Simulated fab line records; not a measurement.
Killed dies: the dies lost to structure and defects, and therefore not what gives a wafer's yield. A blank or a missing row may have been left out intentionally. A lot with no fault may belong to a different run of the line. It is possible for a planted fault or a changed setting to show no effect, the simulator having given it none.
Matching of chambers || flow nand-harc || 4 sister chambers for NHARC_A_CHANNEL_FILL_D1_ETCHBACK_20 on rie-diel-07
The step etches the open film in C4F8/O2/Ar, target depth 27 nm, time 13.5 s. 4 wafers are shown with their chamber, then 7 later ones without.

## EACH WAFER AND ITS CHAMBER
{"wafer": "L420.5", "chamber": 3, "rf-vpp-V (V)": 971}
{"wafer": "L423.4", "chamber": 1, "rf-vpp-V (V)": 972}
{"wafer": "L425.1", "chamber": 2, "rf-vpp-V (V)": 980}
{"wafer": "L425.4", "chamber": 0, "rf-vpp-V (V)": 972}

## WAFERS WHOSE CHAMBER IS MISSING
{"wafer": "L425.5", "rf-vpp-V (V)": 973}
{"wafer": "L426.1", "rf-vpp-V (V)": 971}
{"wafer": "L426.5", "rf-vpp-V (V)": 972}
{"wafer": "L426.6", "rf-vpp-V (V)": 980}
{"wafer": "L428.1", "rf-vpp-V (V)": 971}
{"wafer": "L428.3", "rf-vpp-V (V)": 980}
{"wafer": "L428.6", "rf-vpp-V (V)": 970}

## THE CHAMBER EACH PASSED THROUGH
{"wafer": "L425.5", "from the rows above": "can't be placed: 0 or 1 or 3", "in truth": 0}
{"wafer": "L426.1", "from the rows above": "can't be placed: 3 or 0 or 1", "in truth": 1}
{"wafer": "L426.5", "from the rows above": "can't be placed: 0 or 1 or 3", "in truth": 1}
{"wafer": "L426.6", "from the rows above": 2, "in truth": 2}
{"wafer": "L428.1", "from the rows above": "can't be placed: 3 or 0 or 1", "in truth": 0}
{"wafer": "L428.3", "from the rows above": 2, "in truth": 2}
{"wafer": "L428.6", "from the rows above": "can't be placed: 3 or 0 or 1", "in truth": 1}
Correct placement for 2 of the 7. Not placeable from these rows: 5 (in 5, the candidates include the true chamber). 0 placed wrongly.
How it was worked out, from the rows above alone: a wafer's distance from a chamber is the root of the sum, over the readings, of the square of ((its reading less the chamber's mean) divided by the reading's scatter). If the next closest chamber is less than 2 further off than the closest, the wafer can't be placed; otherwise it belongs to the closest. For every chamber, the mean is computed from those of its wafers that are shown. The scatter (one wafer shown for each chamber): square how far every hidden wafer sits from the nearest shown wafer, average those squares and take the square root.
